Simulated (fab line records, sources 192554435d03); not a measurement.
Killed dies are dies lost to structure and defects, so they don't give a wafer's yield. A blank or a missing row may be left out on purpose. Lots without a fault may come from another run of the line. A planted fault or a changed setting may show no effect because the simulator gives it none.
Chamber matching | flow n5_finfet | N5_BEOL_M0_STRIP_142 on rie_diel-04: 4 sister chambers
The step strips in N2/H2, time 10 s. 4 wafers are shown with their chamber, then 11 later ones without.

WAFERS WITH THEIR CHAMBER
wafer  | chamber | drypump_motor_current_A (A)
L082.4 | 0       | 6.0
L085.3 | 1       | 5.8
L088.6 | 3       | 4.9
L090.1 | 2       | 4.9

WAFERS WITHOUT THEIR CHAMBER
wafer  | drypump_motor_current_A (A)
L090.4 | 4.9
L090.6 | 5.8
L092.4 | 5.8
L092.5 | 5.8
L092.6 | 4.9
L093.3 | 4.9
L093.4 | 5.8
L093.5 | 5.8
L095.1 | 4.9
L095.3 | 6.1
L095.4 | 5.8

WHICH CHAMBER EACH WENT THROUGH
wafer  | from the rows above     | in truth
L090.4 | can't be placed: 2 or 3 | 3
L090.6 | 1                       | 1
L092.4 | 1                       | 1
L092.5 | 1                       | 1
L092.6 | can't be placed: 2 or 3 | 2
L093.3 | can't be placed: 2 or 3 | 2
L093.4 | 1                       | 1
L093.5 | 1                       | 1
L095.1 | can't be placed: 2 or 3 | 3
L095.3 | 0                       | 0
L095.4 | 1                       | 1
Placed correctly: 7 of 11. Can't be placed from these rows: 4 (the true chamber is among the candidates in 4). Placed wrongly: 0.
How it was worked out, from the rows above alone: a wafer's distance from a chamber is the root of the sum, over the readings, of the square of ((its reading less the chamber's mean) divided by the reading's scatter). The wafer belongs to the nearest chamber; if the next one is less than 2 further off, it can't be placed. A chamber's mean is the mean of its shown wafers. The scatter: with one shown wafer a chamber, the root of the mean of the squares of how far each hidden wafer lies from its nearest shown one.
